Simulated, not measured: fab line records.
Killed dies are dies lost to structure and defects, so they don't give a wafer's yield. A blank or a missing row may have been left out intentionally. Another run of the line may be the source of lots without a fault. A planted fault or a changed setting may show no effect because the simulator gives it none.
What tool caused it?    flow n5Finfet    24 lots with 72 wafers sampled at 6 steps, on a route of 1938 steps

== WHAT THE GAUGES SHOWED, per wafer ==
N5_BEOL_M1_THK_MEAS_01. Usual: for M1_ILD_THK the level is 79.2 nm and the standard deviation is 1.
lot   measured      on            M1_ILD_THK (nm)  flag
L074  day 5 20:34   filmMetro-02  77.3 78.5 79.2   
L075  day 6 06:59   filmMetro-02  78.8 78.3 79.5   
L077  day 6 17:22   filmMetro-01  78.7 78.9 80.2   
L076  day 6 19:56   filmMetro-02  78.3 80.6 81.0   
L078  day 7 00:01   filmMetro-02  78.1 79.0 78.5   
L079  day 7 01:18   filmMetro-02  79.6 78.2 80.2   
L080  day 7 10:22   filmMetro-01  79.7 78.6 79.9   
L081  day 7 16:47   filmMetro-02  77.7 78.3 79.5   
L082  day 7 22:29   filmMetro-01  77.2 78.6 78.3   
L083  day 8 09:21   filmMetro-01  78.8 77.5 80.0   
L085  day 8 15:58   filmMetro-01  78.4 77.6 79.5   
L084  day 8 22:42   filmMetro-02  79.2 81.1 81.3   
L087  day 9 03:31   filmMetro-02  78.2 79.6 79.4   
L086  day 9 07:58   filmMetro-01  77.4 79.2 78.6   
L088  day 9 18:20   filmMetro-01  78.3 79.9 80.0   
L089  day 9 19:56   filmMetro-02  78.6 78.0 79.3   
L090  day 9 20:53   filmMetro-02  79.7 79.5 80.8   
L091  day 10 05:44  filmMetro-01  80.3 80.5 80.8   
L092  day 10 14:35  filmMetro-02  78.7 79.5 80.1   
L093  day 10 18:43  filmMetro-02  78.4 79.6 79.1   
L094  day 11 01:17  filmMetro-02  77.5 79.7 78.7   
L095  day 11 08:46  filmMetro-02  77.7 78.8 80.7   
L096  day 11 09:34  filmMetro-02  78.4 78.6 80.8   
L097  day 11 15:10  filmMetro-01  78.8 79.9 80.3   

N5_BEOL_M1_OVL_MEAS_12. Usual: for M1_OVL the level is 0.3 nm and the standard deviation is 0.61.
lot   measured      on          M1_OVL (nm)     flag
L074  day 5 21:33   overlay-02  -0.1 -0.4 0.4   
L075  day 6 09:35   overlay-02  0.1 0.3 -0.1    
L077  day 6 18:26   overlay-01  0.5 1.0 1.0     
L076  day 6 21:33   overlay-01  1.3 0.7 -0.1    
L078  day 7 01:12   overlay-01  0.2 0.6 -0.4    
L079  day 7 03:04   overlay-02  0.3 -0.3 1.2    
L080  day 7 12:46   overlay-01  0.1 0.9 0.7     
L081  day 7 19:45   overlay-02  -0.8 -0.4 -0.3  
L082  day 8 01:51   overlay-01  0.3 -0.6 0.4    
L083  day 8 10:05   overlay-01  0.6 -0.3 0.1    
L085  day 8 17:11   overlay-01  0.0 0.2 -0.1    
L084  day 9 01:14   overlay-01  -0.3 0.3 1.0    
L087  day 9 05:01   overlay-01  -0.7 -0.8 -1.2  
L086  day 9 11:31   overlay-02  -0.1 0.4 0.8    
L088  day 9 19:28   overlay-02  -0.5 0.0 0.8    
L089  day 9 21:19   overlay-01  -0.4 0.0 0.8    
L090  day 9 21:44   overlay-01  1.0 1.5 -0.5    
L091  day 10 08:17  overlay-02  0.0 -0.2 -0.4   
L092  day 10 17:00  overlay-02  -0.2 0.3 -0.2   
L093  day 10 20:34  overlay-01  1.4 0.6 0.8     
L094  day 11 03:27  overlay-02  0.6 0.6 0.6     
L095  day 11 11:38  overlay-01  0.7 0.8 0.1     
L096  day 11 11:53  overlay-02  0.7 0.4 0.5     
L097  day 11 17:59  overlay-02  0.5 0.3 0.5     

N5_BEOL_M1_CD_MEAS_18: pitch 36 nm, target cd 18 nm. Usual: cdNm reads 18.03 nm (standard deviation 0.29).
lot   measured      on        cdNm (nm)          flag
L074  day 5 22:04   cdSem-03  18.33 18.74 18.03  
L075  day 6 10:07   cdSem-03  17.55 17.98 17.58  
L077  day 6 18:58   cdSem-03  18.42 18.10 17.91  
L076  day 6 22:29   cdSem-03  17.95 17.49 18.05  
L078  day 7 01:49   cdSem-01  18.06 17.99 17.60  
L079  day 7 03:43   cdSem-02  18.17 18.57 18.47  
L080  day 7 13:32   cdSem-02  18.44 17.87 18.54  
L081  day 7 20:16   cdSem-01  18.26 17.86 18.20  
L082  day 8 02:22   cdSem-03  17.79 18.13 17.75  
L083  day 8 10:37   cdSem-03  17.71 18.16 18.34  
L085  day 8 17:47   cdSem-02  17.85 17.91 17.72  
L084  day 9 02:09   cdSem-01  18.38 18.64 18.04  
L087  day 9 05:59   cdSem-01  17.80 17.93 17.78  
L086  day 9 12:12   cdSem-02  18.15 18.07 18.08  
L088  day 9 20:10   cdSem-01  17.90 17.64 18.09  
L089  day 9 21:50   cdSem-03  18.00 18.04 17.83  
L090  day 9 22:15   cdSem-03  17.69 17.93 17.76  
L091  day 10 08:48  cdSem-03  18.01 18.53 17.82  
L092  day 10 18:00  cdSem-01  18.74 18.10 18.11  
L093  day 10 21:11  cdSem-02  18.24 17.53 17.61  
L094  day 11 04:02  cdSem-01  17.94 18.67 17.91  
L095  day 11 12:08  cdSem-03  17.81 18.52 17.73  
L096  day 11 12:24  cdSem-01  17.78 17.65 17.96  
L097  day 11 18:40  cdSem-01  18.03 18.15 17.99  

== WHAT TOOL EACH LOT RAN ON (gives the tool, then ch and the chambers of the sampled wafers, and finally the start) ==
lot   N5_BEOL_M0_CMP_120             N5_BEOL_M1_STRIP_66                N5_BEOL_M1_HM_OPEN_17
L074  cmp-03 ch 0,3, day 5 19:48     rieDiel-06 ch 0,3, day 5 21:51     rieMetal-02 ch 0,1, day 5 21:53
L075  cmp-02 ch 1,3, day 6 06:16     rieDiel-02 ch 0,2,3, day 6 09:53   rieMetal-02 ch 1, day 6 09:56
L077  cmp-03 ch 1,2,3, day 6 16:41   rieDiel-02 ch 0,2,3, day 6 18:44   rieMetal-01 ch 0,1, day 6 18:47
L076  cmp-03 ch 2,3, day 6 19:16     rieDiel-03 ch 0,1,2, day 6 22:14   rieMetal-02 ch 0,1, day 6 22:17
L078  cmp-03 ch 0,3, day 6 23:20     rieDiel-06 ch 1,2, day 7 01:30     rieMetal-02 ch 0,1, day 7 01:32
L079  cmp-01 ch 0,3, day 7 00:35     rieDiel-06 ch 1,3, day 7 03:28     rieMetal-02 ch 0,1, day 7 03:31
L080  cmp-01 ch 1,2, day 7 09:43     rieDiel-02 ch 0,3, day 7 13:18     rieMetal-01 ch 0,1, day 7 13:22
L081  cmp-02 ch 1,2,3, day 7 16:06   rieDiel-06 ch 1,2,3, day 7 20:02   rieMetal-02 ch 0,1, day 7 20:05
L082  cmp-01 ch 1,2, day 7 21:47     rieDiel-03 ch 1,3, day 8 02:08     rieMetal-03 ch 1, day 8 02:11
L083  cmp-03 ch 0,1, day 8 08:38     rieDiel-03 ch 1,2, day 8 10:23     rieMetal-02 ch 0,1, day 8 10:25
L085  cmp-03 ch 1,3, day 8 15:19     rieDiel-06 ch 1,2, day 8 17:32     rieMetal-01 ch 0,1, day 8 17:35
L084  cmp-02 ch 0,1,3, day 8 22:01   rieDiel-03 ch 0,2, day 9 01:55     rieMetal-01 ch 0,1, day 9 01:59
L087  cmp-01 ch 0,2, day 9 02:52     rieDiel-03 ch 0,2,3, day 9 05:40   rieMetal-01 ch 0, day 9 05:43
L086  cmp-03 ch 0,2,3, day 9 07:17   rieDiel-06 ch 0,1,2, day 9 11:59   rieMetal-02 ch 0,1, day 9 12:01
L088  cmp-02 ch 0,1,2, day 9 17:41   rieDiel-02 ch 2,3, day 9 19:51     rieMetal-03 ch 1, day 9 19:55
L089  cmp-02 ch 0,3, day 9 19:15     rieDiel-03 ch 0,2,3, day 9 21:37   rieMetal-01 ch 0,1, day 9 21:39
L090  cmp-02 ch 1,2,3, day 9 20:10   rieDiel-03 ch 0,2,3, day 9 22:02   rieMetal-02 ch 0,1, day 9 22:04
L091  cmp-02 ch 2,3, day 10 04:56    rieDiel-06 ch 2,3, day 10 08:34    rieMetal-02 ch 0,1, day 10 08:39
L092  cmp-03 ch 1,2,3, day 10 13:49  rieDiel-02 ch 0,1,3, day 10 17:40  rieMetal-02 ch 0,1, day 10 17:42
L093  cmp-03 ch 0,2,3, day 10 18:02  rieDiel-03 ch 2,3, day 10 20:52    rieMetal-03 ch 0,1, day 10 20:59
L094  cmp-02 ch 1,2,3, day 11 00:38  rieDiel-06 ch 1,2,3, day 11 03:49  rieMetal-03 ch 0,1, day 11 03:53
L095  cmp-03 ch 0,3, day 11 08:04    rieDiel-06 ch 0,1,3, day 11 11:55  rieMetal-01 ch 0,1, day 11 11:58
L096  cmp-01 ch 0,1,2, day 11 08:58  rieDiel-02 ch 2,3, day 11 12:11    rieMetal-01 ch 0,1, day 11 12:13
L097  cmp-01 ch 0,1, day 11 14:31    rieDiel-06 ch 1,2,3, day 11 18:17  rieMetal-03 ch 0,1, day 11 18:21
- N5_BEOL_M0_CMP_120: polishes, stops on SiOC, t overpolish 6.9 s.
- N5_BEOL_M1_STRIP_66: strips in CF4.
- N5_BEOL_M1_HM_OPEN_17: chemistry Cl2/BCl3, target TiN, target depth 20 nm, overetch 6 nm.

== AS READ BY THE TOOLS THEMSELVES (means over the sampled wafers that have a number; for cases with no such wafer, the mark the record gives instead) ==
N5_BEOL_M0_CMP_120. Usual: barrierFieldEndpointS 3.65 s, standard deviation 0.099; motorCurrentA 6.2 A, standard deviation 0.54; overpolishRunS 6.901 s, standard deviation 0.0093; padLifeWafers 1244, standard deviation 580; slurryFlowMlMin 150.0, standard deviation 0.46; timeToEndpointS 63.1 s, standard deviation 2.5.
lot   tool    barrierFieldEndpointS (s)  motorCurrentA (A)  overpolishRunS (s)  padLifeWafers  slurryFlowMlMin  timeToEndpointS (s)  flag
L074  cmp-03  3.65                       5.9                6.900               1142           149.9            65.5                 
L075  cmp-02  3.57                       6.1                6.889               2054           150.2            63.6                 
L077  cmp-03  3.75                       6.2                6.904               1310           150.7            60.9                 
L076  cmp-03  3.62                       6.4                6.899               1334           149.4            62.6                 
L078  cmp-03  3.72                       6.0                6.895               1375           150.2            63.4                 
L079  cmp-01  3.50                       6.2                6.903               954            150.2            61.7                 
L080  cmp-01  3.80                       6.0                6.903               1063           150.3            61.9                 
L081  cmp-02  3.64                       6.6                6.902               122            149.9            64.0                 
L082  cmp-01  3.63                       6.1                6.894               1188           150.0            64.9                 
L083  cmp-03  3.72                       6.5                6.903               1518           149.9            65.2                 
L085  cmp-03  3.63                       6.4                6.906               1592           149.8            60.6                 
L084  cmp-02  3.67                       6.5                6.909               356            149.9            65.0                 
L087  cmp-01  3.64                       5.9                6.898               1460           150.1            65.7                 
L086  cmp-03  3.76                       6.0                6.906               1723           150.0            63.3                 
L088  cmp-02  3.58                       6.7                6.905               494            149.7            64.4                 
L089  cmp-02  3.62                       6.3                6.899               516            149.4            66.3                 
L090  cmp-02  3.70                       6.4                6.898               523            149.9            63.5                 
L091  cmp-02  3.70                       5.9                6.905               594            149.8            62.1                 
L092  cmp-03  3.63                       6.2                6.901               1946           150.2            60.0                 
L093  cmp-03  3.63                       5.9                6.897               1982           150.0            61.1                 
L094  cmp-02  3.47                       6.5                6.894               752            150.0            61.2                 
L095  cmp-03  3.63                       5.9                6.898               2108           149.6            62.9                 
L096  cmp-01  3.64                       6.0                6.903               1850           149.6            62.6                 
L097  cmp-01  3.64                       6.4                6.906               1909           149.9            60.3                 

N5_BEOL_M1_STRIP_66. Usual: drypumpMotorCurrentA 5.6 A, standard deviation 0.47; oesProductAu 0.78 a.u., standard deviation 0.083; rfVppV 271.1 V, standard deviation 1.7; showerheadPlenumPTorr 1.79 Torr, standard deviation 0.068; throttleValvePct 13.58 %, standard deviation 0.23.
lot   tool        drypumpMotorCurrentA (A)  oesProductAu (a.u.)  rfVppV (V)  showerheadPlenumPTorr (Torr)  throttleValvePct (%)  flag
L074  rieDiel-06  5.7                       0.94                 270.3       1.81                          13.30                 
L075  rieDiel-02  5.4                       0.73                 272.2       1.84                          13.57                 
L077  rieDiel-02  5.4                       0.72                 272.2       1.84                          13.57                 
L076  rieDiel-03  5.8                       0.80                 270.9       1.83                          13.60                 
L078  rieDiel-06  5.8                       0.76                 269.7       1.68                          13.61                 
L079  rieDiel-06  5.2                       0.77                 269.8       1.77                          13.65                 
L080  rieDiel-02  5.5                       0.71                 271.0       1.81                          13.56                 
L081  rieDiel-06  5.6                       0.79                 270.8       1.76                          13.51                 
L082  rieDiel-03  5.8                       0.79                 272.2       1.80                          13.59                 
L083  rieDiel-03  5.8                       0.83                 271.7       1.83                          13.56                 
L085  rieDiel-06  5.5                       0.73                 269.0       1.69                          13.77                 
L084  rieDiel-03  6.0                       0.72                 272.3       1.82                          13.78                 
L087  rieDiel-03  5.9                       0.73                 272.3       1.81                          13.73                 
L086  rieDiel-06  5.7                       0.79                 268.9       1.71                          13.63                 
L088  rieDiel-02  5.8                       0.72                 272.0       1.82                          13.48                 
L089  rieDiel-03  5.9                       0.73                 271.3       1.81                          13.74                 
L090  rieDiel-03  5.9                       0.72                 271.0       1.81                          13.74                 
L091  rieDiel-06  5.9                       0.80                 270.1       1.74                          13.40                 
L092  rieDiel-02  5.2                       0.79                 271.7       1.82                          13.53                 
L093  rieDiel-03  6.2                       0.70                 271.9       1.82                          13.84                 
L094  rieDiel-06  5.6                       0.77                 269.4       1.75                          13.56                 
L095  rieDiel-06  5.5                       0.80                 271.3       1.78                          13.55                 
L096  rieDiel-02  5.8                       0.71                 270.8       1.81                          13.50                 
L097  rieDiel-06  5.6                       0.76                 270.1       1.75                          13.58                 

N5_BEOL_M1_HM_OPEN_17. Usual: drypumpMotorCurrentA 5.5 A, standard deviation 0.44; oesProductAu 0.66 a.u., standard deviation 0.079; throttleValvePct 22.08 %, standard deviation 0.15.
lot   tool         drypumpMotorCurrentA (A)  oesProductAu (a.u.)  throttleValvePct (%)  flag
L074  rieMetal-02  5.2                       0.68                 22.09                 
L075  rieMetal-02  5.7                       0.73                 21.94                 
L077  rieMetal-01  5.6                       0.72                 22.01                 
L076  rieMetal-02  5.5                       0.70                 22.03                 
L078  rieMetal-02  5.5                       0.69                 22.03                 
L079  rieMetal-02  5.5                       0.69                 22.04                 
L080  rieMetal-01  5.6                       0.70                 22.02                 
L081  rieMetal-02  5.2                       0.66                 22.12                 
L082  rieMetal-03  5.9                       0.61                 22.09                 
L083  rieMetal-02  5.5                       0.67                 22.06                 
L085  rieMetal-01  5.9                       0.63                 22.16                 
L084  rieMetal-01  5.9                       0.63                 22.18                 
L087  rieMetal-01  6.2                       0.56                 22.29                 
L086  rieMetal-02  5.4                       0.68                 22.05                 
L088  rieMetal-03  5.8                       0.59                 22.12                 
L089  rieMetal-01  5.9                       0.62                 22.17                 
L090  rieMetal-02  5.5                       0.67                 22.05                 
L091  rieMetal-02  5.2                       0.64                 22.14                 
L092  rieMetal-02  5.2                       0.64                 22.14                 
L093  rieMetal-03  5.8                       0.66                 22.03                 
L094  rieMetal-03  5.7                       0.74                 21.94                 
L095  rieMetal-01  5.8                       0.61                 22.17                 
L096  rieMetal-01  5.9                       0.61                 22.18                 
L097  rieMetal-03  5.7                       0.65                 22.04                 

== THE ANSWER, worked out from the rows above alone ==
Rule: a lot counts as off when the mean over its wafers that have a number is more than 3 standard deviations away from the usual mean. Also off: a lot with no number at a reading for which 4 or more lots have one. The other lots that the step has rows for count as sound. After the gauges, taken in route order, come the tools' own readings; for these a lot's mean is taken, as printed above. At the first step where some lot is off, the reading lying furthest off is the one used; lots without a number count as furthest.
Nothing can be told from this: no lot is off at any reading shown.

== WHAT WAS PUT IN BY THE SIMULATOR ==
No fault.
